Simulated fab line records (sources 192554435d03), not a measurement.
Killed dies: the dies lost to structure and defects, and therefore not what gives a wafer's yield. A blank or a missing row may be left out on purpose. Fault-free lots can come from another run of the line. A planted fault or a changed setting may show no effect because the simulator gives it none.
Split-lot study | flow n5_finfet | 21 wafers read across 7 lots, on a route 1938 steps long

## ON THE SPLIT
At N5_BEOL_M5_ETCH_72 (etches underlayer in N2/H2, target depth 6.5 nm, time 5.2 s), the setting bias_w was moved away from the recipe's 150 W on 5 of the 21 wafers read, by -17.3% to +4.6%. For the rest of the wafers, this setting stayed at what the recipe calls for.

The reading is taken at the split's own step.

## THE READING
rf_vpp_V, in V, at N5_BEOL_M5_ETCH_72 (etches underlayer in N2/H2, target depth 6.5 nm, time 5.2 s). On this fab line, fault-free wafers typically give 524.5 V with a standard deviation of 2.5 V.

wafer  | tool, chamber at the split | bias_w as run, W | against the recipe | rf_vpp_V, V | against lot-mates on the recipe
L074.1 | rie_diel-03, 3             | 150              | recipe             | 522.6       | -
L074.4 | rie_diel-03, 3             | 137.5            | -8.3%              | 497.0       | -26.2
L074.6 | rie_diel-03, 1             | 150              | recipe             | 523.9       | -
L075.1 | rie_diel-06, 3             | 150              | recipe             | 523.5       | -
L075.3 | rie_diel-06, 1             | 124.1            | -17.3%             | 464.3       | -59.2
L075.6 | rie_diel-06, 1             | 124.1            | -17.3%             | 466.9       | -56.6
L077.4 | rie_diel-03, 0             | 150              | recipe             | 526.1       | -
L077.5 | rie_diel-03, 0             | 150              | recipe             | 528.5       | -
L077.6 | rie_diel-03, 3             | 150              | recipe             | 525.3       | -
L079.3 | rie_diel-06, 3             | 150              | recipe             | 525.6       | -
L079.4 | rie_diel-06, 2             | 150              | recipe             | 521.3       | -
L079.5 | rie_diel-06, 2             | 150              | recipe             | 519.7       | -
L084.1 | rie_diel-05, 0             | 156.9            | +4.6%              | 536.8       | +8.0
L084.4 | rie_diel-05, 0             | 156.9            | +4.6%              | 539.4       | +10.6
L084.6 | rie_diel-05, 1             | 150              | recipe             | 528.8       | -
L089.3 | rie_diel-03, 3             | 150              | recipe             | 525.6       | -
L089.4 | rie_diel-03, 2             | 150              | recipe             | 520.9       | -
L089.5 | rie_diel-03, 1             | 150              | recipe             | 526.4       | -
L091.1 | rie_diel-03, 2             | 150              | recipe             | 521.2       | -
L091.2 | rie_diel-03, 1             | 150              | recipe             | 527.5       | -
L091.6 | rie_diel-03, 1             | 150              | recipe             | 526.4       | -

FIT RESULTS
A straight line over all 21 wafers: rf_vpp_V changes by +3.37 V for each +1% of bias_w; r = +0.99; the points scatter about the line by 2.6 V.
The same after taking each lot's own level away (the mean of its wafers on the recipe; 21 wafers): +3.22 V for each +1%; r = +0.99; scatter 2.6 V.
Per that fit: largest bias_w move, reading shift of 56 V.
The lots' own levels span 522.20 to 528.80 V, that is 2.6 times the standard deviation above.
So the lot-to-lot level changes the slope little: the two slopes agree.
Check: for one of the wafers moved furthest among these (-17.3%), held out of the fit, the line's prediction against its lot-mates is -54.2 V. Against them it came out at -59.2 V.
Tool readings at the split's step, against how far the setting was moved: rf_vpp_V r = +0.99.

## OTHER SPLITS APPLIED TO THESE WAFERS
These wafers also went through other splits before the reading. Each is held against what the fit with the lots' levels taken away leaves over:
other split on the same wafers   | wafers away from the commonest value | r with rf_vpp_V (lot level and that fit taken away)
N5_BEOL_M2_EXPOSE_25 dose_mj     | 7                                    | +0.41
N5_BEOL_M3_PECVD_72 time_s       | 7                                    | +0.08
N5_BEOL_M4_COAT_67 spin_rpm      | 5                                    | +0.01
N5_BEOL_M4_DESCUM_33 time_s      | 7                                    | +0.00
N5_BEOL_M4_VIA_ETCH_34 source_w  | 11                                   | +0.07
N5_BEOL_M4_TRENCH_ETCH_37 bias_w | 6                                    | +0.23

## THE FILE'S OWN FIT
rf_vpp_V changes by +3.24 V for each +1% of bias_w, r = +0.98.
